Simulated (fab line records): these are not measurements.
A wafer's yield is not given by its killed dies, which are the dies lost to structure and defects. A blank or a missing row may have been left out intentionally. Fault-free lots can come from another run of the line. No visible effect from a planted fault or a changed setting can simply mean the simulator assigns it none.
fab line records	flow nandHarc
record lots=13	wafers=39	lastDay=33
route steps=1302 shown A_STAIRCASE@876 A_SGD_CUT@902 END@1302
lots that met no fault: taken from a fault-free run of the same line
startH: hours from the record's first day to the start of the lot's first wafer shown	waitH: hours since the lot's step before	" as in the row above	L1.1+2: several wafers, shown together as one row	- no value present, or no start provided	* or withheld: withheld	< > ~ a bound
route shown NAME@n: NAME is a module with steps in the file, n the number in the route of the first one	usual: mean/standard deviation taken from wafers without a fault	same: alike in all rows	chamber/n: place in a boat	sites: each site's reading	_std_site: standard deviation across them	_edge_site: outer sites' mean less inner sites'	radiusMm: how far each site lies from the wafer's centre	mask NAME#n: copy n	behind: the last tool/chamber to shape the wafer	hold: what put the lot on hold/how long, in hours/how the hold closed	device: the transistor (n, p or np) that didn't switch	end of line: the tests these same wafers got at the end of their route	step lacking rows: just its recipe	killed: dies lost to structure and defects at the first sort, not the wafer's yield	map: a wafer's dies, x killed, . not, _ none there
set.NAME: the run value of the setting; set.NAME@STEP: its run value at that earlier step	model.NAME: the simulator's own value behind a step, which no gauge read
one table for each step of the route and one row for each wafer, over a sample of lots
services: the hour from which a tool's chamber was out of use, counted from the record's first day as startH (under 0 if before that day), plus the number of hours and why
## steps
# step NHARC_A_STAIRCASE_CMP_450
# recipe targetThkNm=200	material=SiO2
# usual motorCurrentA=12.6/0.98	retainingRingPressureFrac=1.001/0.0046
lot.wafer	tool	chamber	startH	waitH	motorCurrentA	retainingRingPressureFrac
L286.1	cmp-01	2	445.92	-	12.7	1.001
L286.5	"	1	"	"	13.4	1.013
L286.6	"	2	"	"	14.1	1.000
L292.1	cmp-03	0	475.69	-	13.3	1.002
L292.2	"	3	"	"	13.3	0.998
L292.6	"	1	"	"	11.6	1.003
L289.1	cmp-01	1	475.81	-	13.2	0.998
L289.6	"	3	"	"	11.9	1.007
L289.5	"	0	"	"	11.9	0.997
L294.2	cmp-04	0	500.19	-	10.9	0.995
L294.3	"	1	"	"	12.1	1.007
L294.1	"	2	"	"	13.7	0.999
L293.1	cmp-03	0	500.33	-	13.1	1.000
L293.4	"	1	"	"	11.7	1.006
L293.3	"	2	"	"	12.8	1.003
L296.3	cmp-01	0	535.11	-	13.5	0.996
L296.2	"	2	"	"	13.2	0.999
L296.6	"	1	"	"	13.5	1.006
L297.1	cmp-03	2	535.36	-	13.4	1.000
L297.4	"	0	"	"	12.8	0.997
L297.6	"	1	"	"	11.5	0.997
L298.4	cmp-01	0	545.96	-	13.2	1.004
L298.1	"	1	"	"	13.6	1.003
L298.5	"	3	"	"	11.5	1.005
L305.2	cmp-04	1	618.29	-	11.9	0.997
L305.4	"	2	"	"	13.5	0.997
L305.3	"	3	"	"	11.6	1.004
L306.3	cmp-01	0	641.19	-	13.6	1.007
L306.6	"	1	"	"	14.1	1.002
L306.5	"	2	"	"	14.3	0.998
L308.4	cmp-01	1	646.87	-	13.2	0.997
L308.6	"	2	"	"	13.9	1.000
L308.5	"	3	"	"	11.6	1.000
L307.1	cmp-01	0	647.08	-	12.9	0.989
L307.4	"	2	"	"	13.4	1.001
L307.3	"	3	"	"	11.5	1.007
L309.1	cmp-01	3	662.93	-	11.4	1.001
L309.4	"	0	"	"	12.4	1.012
L309.6	"	3	"	"	11.7	0.998
# step NHARC_A_STAIRCASE_ETCH_403
# recipe targetDepthA=1082	chemistry=dHF	material=SiO2
lot.wafer	tool	chamber	startH	waitH
L286.6+1+5	wetBench-04	0,2,3	446.29	0.0
L292.1+2+6	wetBench-04	1,3,4	476.09	0.0
L289.1+5+6	wetBench-04	1,2,5	476.17	0.0
L294.1+2+3	wetBench-06	5,7,2	500.57	0.0
L293.3+1+4	wetBench-01	4,5,7	500.72	0.0
L296.2+3+6	wetBench-06	3,4,6	535.49	0.0
L297.4+1+6	wetBench-01	3,5,6	535.74	0.0
L298.1+4+5	wetBench-04	5,7,1	546.35	0.0
L305.2+4+3	wetBench-04	3,4,5	618.68	0.0
L306.5+6+3	wetBench-06	4,5,7	641.54	0.0
L308.4+6+5	wetBench-04	5,0,1	647.22	0.0
L307.4+1+3	wetBench-06	3,4,6	647.47	0.0
L309.4+1+6	wetBench-01	2,3,6	663.31	0.0
# step NHARC_A_STAIRCASE_STRIP_475
# recipe timeS=20	o2FlowSccm=500	arFlowSccm=0	biasW=0	chemistry=O2
# usual drypumpMotorCurrentA=5.6/0.32	oesProductAu=1.001/0.0067	rfVppV=57.8/0.91	showerheadPlenumPTorr=3.54/0.15	throttleValvePct=17.037/0.009
lot.wafer	tool	chamber	startH	waitH	drypumpMotorCurrentA	oesProductAu	rfHoursCounterH	rfVppV	showerheadPlenumPTorr	throttleValvePct
L286.1	rieDiel-09	0	-	-	5.8	1.005	43	58.9	3.65	17.021
L286.6	"	0	"	"	5.8	1.016	-	58.5	3.65	17.036
L286.5	"	1	"	"	5.7	1.012	-	60.5	3.73	17.024
L292.2	rieDiel-06	1	-	-	5.3	1.009	58	56.7	3.32	17.026
L292.1	"	3	"	"	5.8	1.000	60	58.5	3.58	17.027
L292.6	"	1	"	"	5.3	1.015	-	55.5	3.32	17.032
L289.1	rieDiel-09	0	-	-	5.8	1.002	55	59.0	3.64	17.043
L289.6	"	1	"	"	5.7	0.999	-	58.1	3.72	17.039
L289.5	"	2	"	"	5.8	0.997	-	56.9	3.47	17.044
L294.1	rieDiel-02	2	-	-	5.8	1.001	32	58.8	3.57	17.043
L294.2	"	0	"	"	5.2	0.994	28	56.7	3.37	17.028
L294.3	"	1	"	"	5.7	1.003	30	57.2	3.34	17.029
L293.4	rieDiel-02	3	-	-	5.1	1.008	29	57.7	3.79	17.059
L293.1	"	0	"	"	5.2	1.002	28	59.0	3.37	17.044
L293.3	"	2	"	"	5.7	1.012	32	57.1	3.57	17.053
L296.3	rieDiel-09	1	536.30	0.3	5.7	0.999	9	56.9	3.71	17.026
L296.2	"	3	"	"	5.2	0.999	12	58.2	3.50	17.036
L296.6	"	3	"	"	5.2	0.997	-	58.3	3.50	17.039
L297.4	rieDiel-02	3	-	-	5.1	1.005	38	58.2	3.79	17.046
L297.1	"	0	"	"	5.3	0.993	39	56.4	3.37	17.050
L297.6	"	3	"	"	5.1	1.007	-	58.3	3.79	17.037
L298.4	rieDiel-02	1	-	-	5.7	0.996	48	57.7	3.33	17.041
L298.1	"	3	"	"	5.1	1.004	42	58.1	3.78	17.030
L298.5	"	2	"	"	5.7	1.010	-	58.2	3.56	17.038
L305.4	rieDiel-06	2	-	-	5.9	0.999	43	59.2	3.69	17.031
L305.2	"	3	"	"	5.8	1.003	39	58.2	3.56	17.039
L305.3	"	0	"	"	6.2	0.997	44	58.0	3.49	17.037
L306.3	rieDiel-09	3	-	-	5.2	0.996	42	57.1	3.49	17.034
L306.5	"	0	"	"	5.8	0.999	-	58.0	3.62	17.023
L306.6	"	1	"	"	5.7	0.996	-	58.6	3.69	17.044
L308.4	rieDiel-06	3	-	-	5.8	1.006	52	56.8	3.55	17.040
L308.5	"	3	"	"	5.9	1.009	-	57.3	3.55	17.037
L308.6	"	0	"	"	6.2	0.998	-	58.1	3.49	17.033
L307.4	rieDiel-06	3	-	-	5.8	1.010	52	56.9	3.55	17.031
L307.3	"	0	"	"	6.3	1.007	55	56.9	3.49	17.038
L307.1	"	2	"	"	5.8	0.997	54	58.8	3.68	17.043
L309.1	rieDiel-09	0	-	-	5.8	0.997	49	56.8	3.61	17.033
L309.4	"	1	"	"	5.6	1.003	47	59.5	3.69	17.027
L309.6	"	3	"	"	5.2	1.000	-	58.8	3.48	17.044
# step NHARC_A_SGD_CUT_OVL_MEAS_10
# usual overlayXNm=0.0/0.77	overlayYNm=0.0/0.91
lot.wafer	tool	chamber	startH	waitH	overlayXNm	overlayYNm
L286.1	overlay-01	-	448.56	-	0.1	2.1
L286.5	"	-	"	"	-0.4	1.9
L286.6	"	-	"	"	-0.2	1.7
L292.1	overlay-01	-	478.35	-	1.2	-1.1
L292.2	"	-	"	"	1.0	0.0
L292.6	"	-	"	"	2.2	-0.8
L289.1	overlay-02	-	478.53	-	-0.8	0.2
L289.5	"	-	"	"	-0.6	-0.5
L289.6	"	-	"	"	-1.2	-0.3
L293.1	overlay-01	-	503.58	-	-0.3	0.9
L293.3	"	-	"	"	-1.4	0.6
L293.4	"	-	"	"	-0.9	0.8
L294.1	overlay-01	-	503.74	-	0.4	-1.1
L294.2	"	-	"	"	0.4	-0.9
L294.3	"	-	"	"	0.0	-1.1
L296.2	overlay-02	-	537.88	-	0.1	0.7
L296.3	"	-	"	"	0.2	0.0
L296.6	"	-	"	"	0.3	0.6
L297.1	overlay-02	-	538.05	-	1.0	-0.7
L297.4	"	-	"	"	0.0	-0.7
L297.6	"	-	"	"	-0.1	-0.8
L298.1	overlay-01	-	548.66	-	-0.4	0.2
L298.4	"	-	"	"	0.2	0.0
L298.5	"	-	"	"	-0.6	-0.2
L305.2	overlay-01	-	620.99	-	0.4	-1.0
L305.3	"	-	"	"	0.4	-1.3
L305.4	"	-	"	"	0.8	-0.8
L306.3	overlay-01	-	648.92	-	-0.7	0.4
L306.5	"	-	"	"	-0.2	0.6
L306.6	"	-	"	"	-0.5	0.3
L308.4	overlay-02	-	649.49	-	-0.9	0.2
L308.5	"	-	"	"	-0.8	0.4
L308.6	"	-	"	"	-1.1	0.2
L307.1	overlay-02	-	654.12	-	-1.1	-0.1
L307.3	"	-	"	"	-1.1	-0.3
L307.4	"	-	"	"	-0.9	-0.1
L309.1	overlay-02	-	665.50	-	0.3	-1.0
L309.4	"	-	"	"	0.0	-0.5
L309.6	"	-	"	"	-0.3	-0.8
# step NHARC_END_SORT_01
# recipe tempC=25
# usual killedAtArray=54/16	killedAtOther=0.6/0.86	killedAtPeriphery=3.8/2.6	killedDies=58/16	killedOpen=3.3/1.8	killedShort=2.7/1.7
# same grossDies=677
lot.wafer	tool	chamber	startH	waitH	killedAtArray	killedAtOther	killedAtPeriphery	killedDies	killedOpen	killedShort
L307.1	prober-01	0	780.98	2.5	142	1	2	145	4	2
L307.3	prober-01	0	782.58	3.1	98	1	2	101	2	1
L307.4	prober-01	0	783.39	3.4	120	2	3	125	2	2
L306.3	prober-02	0	782.90	3.1	115	1	5	121	2	1
L306.5	prober-02	0	784.51	3.7	155	0	2	157	4	0
L306.6	prober-02	0	785.32	4.0	157	1	3	161	5	3
# killed by level:class
L307.1 A_STAIRCASE:unspecified=91 A_SLIT:chamberFilmFlake=17 A_CHANNEL_HOLE_D2:chamberFilmFlake=12 A_CHANNEL_HOLE_D1:chamberFilmFlake=10 A_CONTACT:chamberFilmFlake=5 A_CHANNEL_FILL_D1:chamberFilmFlake=2 P_GATE:geometricParticle:open=1 A_ONON_D1:geometricParticle:open=1
L307.3 A_STAIRCASE:unspecified=61 A_CHANNEL_HOLE_D2:chamberFilmFlake=13 A_CONTACT:chamberFilmFlake=11 A_SLIT:chamberFilmFlake=6 A_CHANNEL_HOLE_D1:chamberFilmFlake=3 A_CHANNEL_FILL_D1:chamberFilmFlake=2 P_M0:geometricParticle:open=1 A_ONON_D1:geometricParticle:short=1
L306.3 A_STAIRCASE:unspecified=71 A_CHANNEL_HOLE_D2:chamberFilmFlake=17 A_SLIT:chamberFilmFlake=10 A_CHANNEL_HOLE_D1:chamberFilmFlake=9 P_CONTACT:chamberFilmFlake=3 A_CONTACT:chamberFilmFlake=3 A_CHANNEL_FILL_D1:geometricParticle:open=1 A_WL_FILL:geometricParticle:short=1
L307.4 A_STAIRCASE:unspecified=80 A_CHANNEL_HOLE_D2:chamberFilmFlake=17 A_CONTACT:chamberFilmFlake=10 A_SLIT:chamberFilmFlake=6 P_CONTACT:chamberFilmFlake=2 A_STAIRCASE:chamberFilmFlake=2 THIN_TSV:chamberFilmFlake=2 A_ONON_D1:geometricParticle:open=1
L306.5 A_STAIRCASE:unspecified=102 A_CHANNEL_HOLE_D2:chamberFilmFlake=17 A_SLIT:chamberFilmFlake=14 A_CHANNEL_HOLE_D1:chamberFilmFlake=6 A_CONTACT:chamberFilmFlake=4 A_STAIRCASE:chamberFilmFlake=3 A_CHANNEL_FILL_D2:chamberFilmFlake=2 A_CHANNEL_FILL_D1:chamberFilmFlake=2
L306.6 A_STAIRCASE:unspecified=95 A_SLIT:chamberFilmFlake=22 A_CHANNEL_HOLE_D2:chamberFilmFlake=14 A_CONTACT:chamberFilmFlake=8 A_CHANNEL_HOLE_D1:chamberFilmFlake=5 A_STAIRCASE:chamberFilmFlake=3 A_ONON_D2:geometricParticle:short=2 P_GATE:chamberFilmFlake=2
## services
tool	chamber	startH	hours	kind
wetBench-06	-	448.93	1.1	repair
wetBench-01	-	453.60	8.0	pm
cmp-03	-	456.00	4.0	pm
rieDiel-06	-	485.31	9.0	pm
cmp-01	-	496.30	4.0	pm
rieDiel-09	-	497.99	9.0	pm
wetBench-04	-	500.26	1.5	repair
rieDiel-06	-	505.38	0.5	repair
cmp-03	-	520.52	1.1	repair
rieDiel-09	2	528.34	13.0	repair
cmp-03	-	539.37	1.5	repair
wetBench-01	-	550.56	2.8	repair
cmp-03	-	554.00	4.0	pm
rieDiel-02	-	571.62	9.0	pm
cmp-01	-	576.67	1.9	repair
wetBench-04	-	579.21	8.0	pm
rieDiel-02	1	588.48	1.6	repair
cmp-01	-	594.30	4.0	pm
cmp-03	-	629.03	69.1	repair
wetBench-01	-	629.60	8.0	pm
rieDiel-02	3	651.31	2.6	repair
rieDiel-06	-	656.42	0.4	repair
wetBench-06	-	656.60	7.3	repair
rieDiel-06	-	662.31	9.0	pm
## key
firstSign step=NHARC_END_SORT_01	reading=killedAtArray	direction=up	sigmas=4.8	usual=54	struck=131
effect step=NHARC_END_SORT_01	reading=killedDies	direction=up	sigmas=4.8	usual=58	struck=135
moreKillsBornAt NHARC_A_STAIRCASE_ETCH_403@wetBench-06=500
metAt NHARC_A_STAIRCASE_ETCH_403
struckLots L306,L307
testerLeftOut L306,L307
loopTrim step=NHARC_A_SGD_CUT_EXPOSE_06	setting=dose	lots=L306
notActingAt NHARC_A_STAIRCASE_CMP_450,NHARC_A_STAIRCASE_STRIP_475,NHARC_A_SGD_CUT_OVL_MEAS_10
onsetBetween 535.49 641.54
fault kind=chamberParticleSource	tool=wetBench-06	chamber=-	onsetH=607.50	steps=NHARC_A_STAIRCASE_ETCH_403	ratePerVisitCm2=1.2909	endH=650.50
# testerLeftOut: of these lots the tester's yield and bins aren't shown, on N5 and GAA mostly nor the transistor test; their killed dies are dies lost to structure and defects alone, not to doping, threshold or leakage, so they don't give the yield
# loopTrim: a control loop set the setting to another value than it would have without faults
